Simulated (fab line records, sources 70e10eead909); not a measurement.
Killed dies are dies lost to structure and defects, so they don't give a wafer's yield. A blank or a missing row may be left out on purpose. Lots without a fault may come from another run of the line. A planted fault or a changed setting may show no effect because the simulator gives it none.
Chamber matching | flow nand_harc | NHARC_A_STAIRCASE_DESCUM_291 on rie_diel-09: 4 sister chambers
The step chemistry O2, time 3 s. 4 wafers are shown with their chamber, then 8 later ones without.

WAFERS WITH THEIR CHAMBER
wafer  | chamber | showerhead_plenum_p_Torr (Torr)
L082.1 | 0       | 1.76
L082.2 | 3       | 2.06
L082.3 | 1       | 1.99
L090.1 | 2       | 1.78

WAFERS WITHOUT THEIR CHAMBER
wafer  | showerhead_plenum_p_Torr (Torr)
L090.3 | 2.05
L090.6 | 2.05
L091.2 | 1.78
L091.3 | 2.07
L091.4 | 2.05
L093.1 | 2.05
L093.3 | 1.98
L093.4 | 2.05

WHICH CHAMBER EACH WENT THROUGH
wafer  | from the rows above | in truth
L090.3 | 3                   | 3
L090.6 | 3                   | 3
L091.2 | 2                   | 2
L091.3 | 3                   | 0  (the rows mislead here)
L091.4 | 3                   | 3
L093.1 | 3                   | 3
L093.3 | 1                   | 1
L093.4 | 3                   | 3
Placed correctly: 7 of 8. Can't be placed from these rows: 0. Placed wrongly: 1.
How it was worked out, from the rows above alone: a wafer's distance from a chamber is the root of the sum, over the readings, of the square of ((its reading less the chamber's mean) divided by the reading's scatter). The wafer belongs to the nearest chamber; if the next one is less than 2 further off, it can't be placed. A chamber's mean is the mean of its shown wafers. The scatter: with one shown wafer a chamber, the root of the mean of the squares of how far each hidden wafer lies from its nearest shown one.
